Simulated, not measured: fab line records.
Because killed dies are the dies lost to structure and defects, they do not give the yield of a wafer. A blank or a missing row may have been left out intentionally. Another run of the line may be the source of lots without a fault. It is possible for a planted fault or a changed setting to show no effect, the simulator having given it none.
Chamber matching / flow n5-finfet / 4 sister chambers for N5_HKMG_FIN_ALD_75 on ald-hk-03
The step deposits Al2O3, target thk 1 nm, co reactant pulse time 1 s. 18 wafers are shown with their chamber, then 9 later ones without.

## WAFERS WITH THEIR CHAMBER
wafer=L075.3; chamber=3; heater-power-w (W)=152; precursor-pulse-height-rel=0.973
wafer=L075.4; chamber=2; heater-power-w (W)=164; precursor-pulse-height-rel=1.002
wafer=L075.6; chamber=0; heater-power-w (W)=149; precursor-pulse-height-rel=1.011
wafer=L076.2; chamber=2; heater-power-w (W)=163; precursor-pulse-height-rel=0.982
wafer=L076.4; chamber=1; heater-power-w (W)=144; precursor-pulse-height-rel=0.987
wafer=L076.5; chamber=3; heater-power-w (W)=152; precursor-pulse-height-rel=0.990
wafer=L081.1; chamber=0; heater-power-w (W)=150; precursor-pulse-height-rel=0.964
wafer=L081.4; chamber=2; heater-power-w (W)=167; precursor-pulse-height-rel=0.987
wafer=L081.5; chamber=3; heater-power-w (W)=150; precursor-pulse-height-rel=0.969
wafer=L082.1; chamber=3; heater-power-w (W)=150; precursor-pulse-height-rel=0.990
wafer=L082.5; chamber=2; heater-power-w (W)=166; precursor-pulse-height-rel=0.993
wafer=L082.6; chamber=3; heater-power-w (W)=151; precursor-pulse-height-rel=0.974
wafer=L084.1; chamber=2; heater-power-w (W)=169; precursor-pulse-height-rel=0.980
wafer=L084.2; chamber=0; heater-power-w (W)=145; precursor-pulse-height-rel=1.019
wafer=L084.4; chamber=3; heater-power-w (W)=150; precursor-pulse-height-rel=0.992
wafer=L086.1; chamber=2; heater-power-w (W)=162; precursor-pulse-height-rel=1.005
wafer=L086.3; chamber=0; heater-power-w (W)=150; precursor-pulse-height-rel=1.004
wafer=L086.4; chamber=1; heater-power-w (W)=147; precursor-pulse-height-rel=0.992

SIGNATURES (averages over the wafers above)
reading=heater-power-w; chamber 0=148.50; chamber 1=145.50; chamber 2=165.17; chamber 3=150.83; scatter within a chamber=2.09
reading=precursor-pulse-height-rel; chamber 0=0.99950; chamber 1=0.98950; chamber 2=0.99150; chamber 3=0.98133; scatter within a chamber=0.0143
Rule: for each reading, subtract the chamber's mean from the wafer's reading, divide by that reading's scatter and square the result; add these up over the readings and take the root, which gives the wafer's distance from the chamber. If the next closest chamber is less than 2 further off than the closest, the wafer can't be placed; otherwise it belongs to the closest. How the scatter is found: for the shown wafers, subtract from each reading the mean of its chamber, square and add these, divide the total by (wafers less chambers), then take the root.

## WAFERS MISSING THEIR CHAMBER
wafer=L088.3; heater-power-w (W)=140; precursor-pulse-height-rel=1.017
wafer=L088.5; heater-power-w (W)=141; precursor-pulse-height-rel=1.039
wafer=L088.6; heater-power-w (W)=163; precursor-pulse-height-rel=0.998
wafer=L089.3; heater-power-w (W)=154; precursor-pulse-height-rel=1.017
wafer=L089.5; heater-power-w (W)=165; precursor-pulse-height-rel=0.984
wafer=L089.6; heater-power-w (W)=139; precursor-pulse-height-rel=0.987
wafer=L094.2; heater-power-w (W)=144; precursor-pulse-height-rel=0.994
wafer=L094.4; heater-power-w (W)=154; precursor-pulse-height-rel=0.990
wafer=L094.5; heater-power-w (W)=163; precursor-pulse-height-rel=0.988

## WHICH CHAMBER EACH ONE RAN IN
wafer=L088.3; from the rows above=can't be placed: 1 or 0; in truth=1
wafer=L088.5; from the rows above=can't be placed: 1 or 0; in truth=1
wafer=L088.6; from the rows above=2; in truth=2
wafer=L089.3; from the rows above=can't be placed: 0 or 3 or 1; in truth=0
wafer=L089.5; from the rows above=2; in truth=2
wafer=L089.6; from the rows above=can't be placed: 1 or 0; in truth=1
wafer=L094.2; from the rows above=can't be placed: 1 or 0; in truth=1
wafer=L094.4; from the rows above=can't be placed: 3 or 0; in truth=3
wafer=L094.5; from the rows above=2; in truth=2
3 of 9 placed correctly. These rows do not allow placing 6 (true chamber among the candidates in 6). Number placed wrongly: 0.
